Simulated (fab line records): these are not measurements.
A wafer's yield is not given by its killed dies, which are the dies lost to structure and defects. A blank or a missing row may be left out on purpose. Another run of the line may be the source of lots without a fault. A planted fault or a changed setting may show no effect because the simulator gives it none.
fab line records	flow n5_finfet
record lots=6	wafers=15	last_day=18
route steps=1938 shown BEOL_M8@1336 PASSIVATION@1936
lots untouched by any fault: they come from a run of this same line in which no faults occurred
start_h: the number of hours between the record's first day and the start of the first shown wafer of the lot	wait_h: hours elapsed since this lot's preceding step	" identical to the entry in the row above	L1.1+2: a row that stands for several wafers	- no value present, or no start provided	* or withheld: withheld	< > ~ a bound
route shown NAME@n: names a module that has steps shown in the file, with the first one's number in the route	usual: mean/standard deviation of fault-free wafers	same: alike in all rows	chamber/n: place in a boat	sites: readings site by site	_std_site: standard deviation of those values	_edge_site: inner sites' mean taken away from outer sites' mean	radius_mm: how far each site lies from the wafer's centre	mask NAME#n: copy n	behind: tool/chamber where the wafer was last shaped	hold: the reason the lot was held/the length of the hold in hours/how it ended	device: the transistor (n, p or np) that didn't switch	end of line: the same wafers' tests at the end of the route	where a step has no rows: the recipe by itself	killed: dies lost to structure and defects at the first sort, not the wafer's yield	map: a wafer's dies, marking killed ones x, the rest . and places with no die _
set.NAME: the setting the step ran with; set.NAME@STEP: the setting that earlier step ran with	model.NAME: the simulator's own value behind a step, which no gauge read
lots seen at some steps along the route; tables by step, rows by wafer
services: a tool's chamber out of use, with start hour (start_h, from the record's first day; less than 0 if before it), hours out, and reason
## steps
# step N5_BEOL_M8_HM_DEP_02
# recipe material=TiN	target_thk_a=200	temp_c=25	chamber_pressure_pa=0.49996
# usual throttle_valve_pct=29.4/0.93
lot.wafer	tool	chamber	start_h	wait_h	throttle_valve_pct
L441.1	pvd_sputter-02	-	221.44	0.4	29.9
L441.5	"	-	"	"	30.0
L441.6	"	-	"	"	32.0
L443.2	pvd_sputter-03	-	245.73	0.6	28.6
L443.3	"	-	"	"	29.2
L443.4	"	-	"	"	29.1
L446.2	pvd_sputter-01	-	260.86	0.3	29.8
L446.4	"	-	"	"	29.0
L448.2	pvd_sputter-02	-	278.37	0.9	30.1
L448.6	"	-	"	"	31.9
L457.1	pvd_sputter-01	-	319.08	1.1	28.7
L457.2	"	-	"	"	28.6
L458.2	pvd_sputter-03	-	347.25	0.4	29.3
L458.4	"	-	"	"	28.4
L458.6	"	-	"	"	29.0
# step N5_BEOL_M8_COAT_59
# recipe resist=SOC	temp_c=250	time_s=60	spin_rpm=1500	resist_thk_nm=100
# step N5_BEOL_M8_COAT_60
# recipe resist=SiARC	temp_c=220	time_s=60	spin_rpm=1500	resist_thk_nm=35
# step N5_BEOL_M8_COAT_05
# recipe resist=CAR-ArF	spin_rpm=1500	resist_thk_nm=90
# step N5_BEOL_M8_EBR_07
# recipe solvent=PGMEA	ebr_width_mm=1.5
# step N5_BEOL_M8_SOFTBAKE_06
# recipe temp_c=110	time_s=60	resist=CAR-ArF
# step N5_BEOL_M8_EXPOSE_08
# recipe mask_id=M8	na=1.35	source_shape=dipole	sigma_inner=0.817	sigma_outer=0.97	polarization=te	dose_mj=68.25
# step N5_BEOL_M8_PEB_09
# recipe peb_temp_c=withheld	peb_time_s=60	resist=CAR-ArF
# step N5_BEOL_M8_DEVELOP_10
# recipe develop_time_s=30	developer=TMAH	resist=CAR-ArF	rinse_liquid=diw	dry=air_spin	dev_temp_c=23
# step N5_BEOL_M8_CD_MEAS_11
# recipe target_cd_nm=38.5	landing_energy_ev=500	detector=se_inlens	polarity=opening
# usual cd_nm=38.6/0.58
# same landing_energy_ev=500
lot.wafer	tool	chamber	start_h	wait_h	cd_nm
L441.1	cd_sem-02	0	221.94	-	37.3
L441.5	"	0	"	"	38.1
L441.6	"	0	"	"	38.5
L443.2	cd_sem-02	0	246.25	-	38.6
L443.3	"	0	"	"	39.0
L443.4	"	0	"	"	39.6
L446.2	cd_sem-02	0	261.36	-	38.5
L446.4	"	0	"	"	38.6
L448.2	cd_sem-03	0	278.74	-	38.7
L448.6	"	0	"	"	38.8
L457.1	cd_sem-02	0	319.58	-	38.7
L457.2	"	0	"	"	38.8
L458.2	cd_sem-03	0	347.75	-	38.8
L458.4	"	0	"	"	39.3
L458.6	"	0	"	"	38.3
# step N5_BEOL_M8_OVL_MEAS_12
# recipe points_per_wafer=44
# usual M8_OVL=-0.1/0.75
lot.wafer	tool	chamber	start_h	wait_h	M8_OVL[nm]
L441.1	overlay-02	0	221.97	0.0	-1.5
L441.5	"	0	"	"	-1.1
L441.6	"	0	"	"	-1.0
L443.2	overlay-01	0	246.28	0.0	-0.4
L443.3	"	0	"	"	0.2
L443.4	"	0	"	"	0.0
L446.2	overlay-02	0	261.39	0.0	-0.4
L446.4	"	0	"	"	-1.0
L448.2	overlay-01	0	278.77	0.0	0.5
L448.6	"	0	"	"	0.5
L457.1	overlay-02	0	319.61	0.0	1.3
L457.2	"	0	"	"	0.9
L458.2	overlay-02	0	347.78	0.0	-0.2
L458.4	"	0	"	"	0.6
L458.6	"	0	"	"	0.2
# step N5_BEOL_M8_INSPECT_13
# recipe mode=adi	inspect_instrument=brightfield
# usual raw_defect_count=415/96
lot.wafer	tool	chamber	start_h	wait_h	raw_defect_count
L441.1	defect_inspect-02	-	221.99	0.0	320
L441.5	"	-	"	"	358
L441.6	"	-	"	"	371
L443.2	defect_inspect-02	-	246.30	0.0	514
L443.3	"	-	"	"	517
L443.4	"	-	"	"	527
L446.2	defect_inspect-02	-	262.69	1.3	474
L446.4	"	-	"	"	367
L448.2	defect_inspect-02	-	278.79	0.0	200
L448.6	"	-	"	"	260
L457.1	defect_inspect-01	-	319.64	0.0	386
L457.2	"	-	"	"	457
L458.2	defect_inspect-01	-	347.81	0.0	506
L458.4	"	-	"	"	510
L458.6	"	-	"	"	514
# step N5_BEOL_M8_DESCUM_16
# recipe chemistry=O2	time_s=7.9	source_power_w=50	bias_power_w=20	pressure_mtorr=20	rf_frequency_hz=2.712e+07	temp_c=40	resist=CAR-ArF	o2_flow_sccm=225
# usual drypump_motor_current_A=5.6/0.45	oes_product_au=0.81/0.071	rf_vpp_V=243.2/1.3	showerhead_plenum_p_Torr=2.09/0.062	throttle_valve_pct=20.22/0.22
lot.wafer	tool	chamber	start_h	wait_h	drypump_motor_current_A	oes_product_au	rf_hours_counter_h	rf_vpp_V	showerhead_plenum_p_Torr	throttle_valve_pct	model.CAR-ArF_of_BEOL_M8_COAT_05.thk_nm
L441.1	rie_diel-04	0	222.03	0.0	5.9	0.91	15	243.7	2.04	20.42	84
L441.5	"	1	"	"	5.2	0.88	-	245.8	2.23	20.21	83.8
L441.6	"	2	"	"	4.9	0.83	-	243.7	2.12	20.17	84
L443.2	rie_diel-02	3	247.07	0.8	6.1	0.71	220	242.9	2.06	20.57	83.2
L443.3	"	2	"	"	6.2	0.83	43	241.8	2.05	19.95	83.2
L443.4	"	0	"	"	6.2	0.86	40	242.7	2.01	20.36	82.8
L446.2	rie_diel-02	1	262.78	0.1	5.4	0.78	104	242.0	2.03	19.99	84.4
L446.4	"	2	"	"	6.1	0.83	48	242.5	2.04	19.95	83.6
L448.2	rie_diel-02	3	279.98	1.2	6.1	0.69	232	242.5	2.05	20.58	83.8
L448.6	"	3	"	"	6.1	0.70	-	241.5	2.06	20.59	83.2
L457.1	rie_diel-04	1	319.73	0.1	5.2	0.85	65	244.6	2.22	20.26	82.8
L457.2	"	2	"	"	5.0	0.80	98	243.9	2.11	20.19	83.2
L458.2	rie_diel-01	0	347.87	0.1	5.6	0.69	239	244.8	2.14	20.33	83.6
L458.4	"	2	"	"	5.6	0.82	89	243.3	2.11	20.40	83.6
L458.6	"	1	"	"	5.5	0.82	-	244.2	2.14	20.06	84.2
# step N5_BEOL_M8_ETCH_61
# recipe chemistry=CF4	target=SiARC	target_depth_a=455	mask_material=CAR-ArF	time_s=75.8	ion_energy_ev=80	pressure_mtorr=40	source_w=545	bias_w=36	Ar_flow_sccm=100	cf4_flow_sccm=100	ends=cleared
# usual drypump_motor_current_A=5.6/0.44	etch_rf_on_time_s=76.0/2.8	oes_product_au=0.69/0.067	rf_vpp_V=184.1/1.1	showerhead_plenum_p_Torr=2.14/0.057	throttle_valve_pct=15.44/0.26
lot.wafer	tool	chamber	start_h	wait_h	drypump_motor_current_A	etch_rf_on_time_s	oes_product_au	rf_hours_counter_h	rf_vpp_V	showerhead_plenum_p_Torr	throttle_valve_pct	model.CAR-ArF_of_BEOL_M8_COAT_05.thk_nm
L441.1	rie_diel-04	0	222.06	0.0	5.9	75.4	0.78	15	183.0	2.11	15.56	51.4
L441.5	"	1	"	"	5.2	75.4	0.75	-	184.8	2.28	15.41	51.2
L441.6	"	2	"	"	5.0	74.9	0.70	-	184.3	2.16	15.21	51.4
L443.2	rie_diel-02	3	247.11	0.0	6.1	78.8	0.58	220	184.6	2.11	15.81	50.8
L443.3	"	2	"	"	6.2	79.7	0.71	43	183.3	2.11	15.16	50.8
L443.4	"	0	"	"	6.2	71.0	0.77	40	184.4	2.09	15.73	50.2
L446.2	rie_diel-02	1	262.81	0.0	5.4	75.3	0.67	104	183.2	2.06	15.18	51.8
L446.4	"	2	"	"	6.2	79.7	0.70	48	182.1	2.11	15.19	51
L448.2	rie_diel-02	3	280.01	0.0	6.1	80.4	0.57	232	184.0	2.11	15.85	51.4
L448.6	"	3	"	"	6.1	79.7	0.58	-	182.2	2.11	15.85	50.6
L457.1	rie_diel-04	1	319.77	0.0	5.2	74.6	0.73	65	184.3	2.27	15.49	50.4
L457.2	"	2	"	"	4.9	75.8	0.67	98	183.7	2.15	15.27	50.6
L458.2	rie_diel-01	0	347.91	0.0	5.6	77.1	0.58	239	186.1	2.20	15.73	50.8
L458.4	"	2	"	"	5.6	73.9	0.70	89	183.3	2.16	15.55	51
L458.6	"	1	"	"	5.5	79.6	0.69	-	184.1	2.17	15.14	51.4
# step N5_BEOL_M8_ETCH_62
# recipe chemistry=N2/H2	target=SOC	target_depth_a=1100	overetch_a=220	mask_material=SiARC	temp_c=40	time_s=165	ion_energy_ev=200	pressure_mtorr=30	source_w=840	bias_w=150	n2_flow_sccm=200	h2_flow_sccm=200
# usual drypump_motor_current_A=5.6/0.45	oes_product_au=0.69/0.058	rf_vpp_V=523.8/2	showerhead_plenum_p_Torr=2.54/0.075	throttle_valve_pct=17.65/0.19
lot.wafer	tool	chamber	start_h	wait_h	drypump_motor_current_A	oes_product_au	rf_hours_counter_h	rf_vpp_V	showerhead_plenum_p_Torr	throttle_valve_pct
L441.1	rie_diel-04	0	222.12	0.0	5.9	0.77	15	522.3	2.47	17.62
L441.5	"	1	"	"	5.2	0.76	-	529.5	2.73	17.71
L441.6	"	2	"	"	4.9	0.70	-	524.7	2.59	17.73
L443.2	rie_diel-02	3	247.16	0.0	6.1	0.60	220	522.2	2.49	17.89
L443.3	"	2	"	"	6.2	0.73	43	521.9	2.49	17.35
L443.4	"	0	"	"	6.2	0.73	40	521.6	2.46	17.86
L446.2	rie_diel-02	1	262.87	0.0	5.4	0.66	104	521.4	2.46	17.51
L446.4	"	2	"	"	6.2	0.72	48	522.9	2.49	17.38
L448.2	rie_diel-02	3	280.07	0.0	6.1	0.58	232	522.6	2.48	17.93
L448.6	"	3	"	"	6.1	0.58	-	523.1	2.48	17.94
L457.1	rie_diel-04	1	319.82	0.0	5.2	0.71	65	528.0	2.71	17.74
L457.2	"	2	"	"	5.0	0.67	98	523.0	2.58	17.78
L458.2	rie_diel-01	0	347.97	0.0	5.6	0.58	239	524.8	2.61	17.79
L458.4	"	2	"	"	5.6	0.68	89	525.9	2.56	17.74
L458.6	"	1	"	"	5.5	0.70	-	524.7	2.57	17.36
# step N5_PASSIVATION_PROBE_49
# usual defect_limited_yield=91.5/1.5	killed_at_M0_to_M3=32/10	killed_at_M4_up=13/4.9	killed_at_contacts=13/6.1	killed_at_front_end=38/11	killed_at_other=3/3.2	killed_dies=101/18	killed_open=66/13	killed_short=32/8.3	sort_bin_5_function=5.0/1	sort_bin_6_memory=3.2/0.74	sort_n_pass=1078/22	sort_yield_pct=91.3/1.9
# same gross_dies=1180	killed_at_back_side=0	sort_bin_4_leakage[%]=0	sort_bin_8_speed[%]=0
lot.wafer	tool	chamber	start_h	wait_h	defect_limited_yield[%]	killed_at_M0_to_M3	killed_at_M4_up	killed_at_contacts	killed_at_front_end	killed_at_other	killed_dies	killed_open	killed_short	sort_bin_5_function[%]	sort_bin_6_memory[%]	sort_n_pass	sort_yield_pct[%]
L446.2	prober-02	-	335.40	0.1	90.8	29	7	14	58	0	108	64	32	4.7	3.3	1072	90.8
L446.4	prober-02	-	335.50	0.2	88.2	48	11	15	58	7	139	87	51	6.7	4.4	1041	88.2
# killed by level:class
L446.2 FIN_SAQP:geometric_particle:open=14 HKMG_FIN:area_etch=11 MOL_CONTACT_COAG:geometric_particle:open=9 BEOL_M0_SAQP:geometric_particle:short=9 BEOL_M1:geometric_particle:open=9 FIN_SAQP:geometric_particle:short=8 GATE_CUT:geometric_particle:open=5 GATE_CUT:geometric_particle:short=5
L446.4 FIN_SAQP:geometric_particle:short=17 BEOL_M0_SAQP:geometric_particle:short=16 FIN_SAQP:geometric_particle:open=15 MOL_CONTACT_COAG:geometric_particle:open=11 BEOL_M2:geometric_particle:open=8 BEOL_M0_SAQP:geometric_particle:open=7 BEOL_M1:geometric_particle:open=7 STI_FIN_REVEAL:geometric_particle:open=6
## services
tool	chamber	start_h	hours	kind
rie_diel-02	2	220.06	5.1	repair
rie_diel-02	-	236.00	4.0	repair
rie_diel-04	-	260.98	14.6	pm
rie_diel-04	3	277.80	22.7	repair
rie_diel-04	-	278.13	2.0	repair
rie_diel-04	3	321.91	5.7	repair
rie_diel-01	1	325.21	10.6	repair
rie_diel-02	3	333.97	-	clean
rie_diel-02	3	333.97	-	consumable_replace:focus_ring
rie_diel-02	3	333.97	38.0	scheduled_down
rie_diel-02	3	333.97	38.0	vent_cycle
rie_diel-04	1	338.19	8.8	repair
## key
first_sign none at tools or gauges
model_effect step=N5_BEOL_M8_DESCUM_16	value=CAR-ArF_of_BEOL_M8_COAT_05.thk_nm	without=83.5	struck=84.1
model_effect step=N5_BEOL_M8_ETCH_61	value=CAR-ArF_of_BEOL_M8_COAT_05.thk_nm	without=50.8	struck=51.6
met_at N5_BEOL_M8_DESCUM_16
struck_wafers L446.2,L448.2
baseline_loss step=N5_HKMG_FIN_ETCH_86	wafers=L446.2
onset_between 247.07 262.78
fault kind=process_parameter_drift	tool=rie_diel-02	chamber=-	onset_h=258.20	steps=N5_BEOL_M8_DESCUM_16	channel=time_s	offset=*	shape=step	end_h=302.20	scope=struck_wafers_only	acts_in=*	stated=*
# baseline_loss: these wafers lose ten dies or more at that step, a loss of the line's own and not of a fault; the sort's usual values leave them out
